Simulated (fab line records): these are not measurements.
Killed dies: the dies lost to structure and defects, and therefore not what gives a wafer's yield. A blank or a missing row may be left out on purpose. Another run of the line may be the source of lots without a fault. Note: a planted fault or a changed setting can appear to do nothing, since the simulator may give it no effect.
Matching of chambers    flow n5Finfet    rieDiel-06 running N5_BEOL_M6_STRIP_67: 4 sister chambers
The step strips in CF4. 14 wafers are shown with their chamber, then 7 later ones without.

## EACH WAFER AND ITS CHAMBER
wafer   chamber  drypumpMotorCurrentA (A)  showerheadPlenumPTorr (Torr)  throttleValvePct (%)
L076.3  1        5.2                       1.85                          13.7
L076.4  2        6.2                       1.83                          13.7
L076.5  1        5.2                       1.85                          13.7
L075.1  1        5.2                       1.85                          13.7
L075.4  0        5.9                       1.85                          13.8
L075.5  1        5.2                       1.85                          13.7
L087.3  1        5.2                       1.84                          13.8
L087.4  1        5.2                       1.84                          13.8
L087.5  3        6.8                       1.85                          13.2
L089.1  2        6.1                       1.82                          13.2
L089.3  3        6.8                       1.85                          13.2
L089.4  0        5.9                       1.85                          13.9
L091.3  1        5.2                       1.84                          13.8
L091.4  0        5.9                       1.85                          13.9

SIGNATURES (averages over the wafers above)
reading                chamber 0  chamber 1  chamber 2  chamber 3  scatter within a chamber
drypumpMotorCurrentA   5.900      5.200      6.150      6.800      0.0224
showerheadPlenumPTorr  1.8500     1.8457     1.8250     1.8500     0.00471
throttleValvePct       13.867     13.743     13.450     13.200     0.122
Rule: a wafer lies at a distance from a chamber equal to the root of the sum of squares, over the readings, of (its reading less the chamber's mean, divided by the reading's scatter). The wafer belongs to the nearest chamber; if the next one is less than 2 further off, it can't be placed. The scatter is the square root of a quotient: the sum, over the shown wafers, of each reading's squared deviation from its chamber's mean, divided by wafers minus chambers.

## WAFERS MISSING THEIR CHAMBER
wafer   drypumpMotorCurrentA (A)  showerheadPlenumPTorr (Torr)  throttleValvePct (%)
L091.5  6.8                       1.85                          13.2
L093.3  5.9                       1.84                          13.9
L093.5  6.2                       1.82                          13.2
L093.6  6.8                       1.85                          13.3
L097.3  5.2                       1.83                          13.3
L097.5  6.8                       1.84                          13.3
L097.6  5.2                       1.83                          13.3

## THE CHAMBER EACH PASSED THROUGH
wafer   from the rows above  in truth
L091.5  3                    3
L093.3  0                    0
L093.5  2                    2
L093.6  3                    3
L097.3  1                    1
L097.5  3                    3
L097.6  1                    1
Correct placement for 7 of the 7. Not placeable from these rows: 0. Placed wrongly: 0.
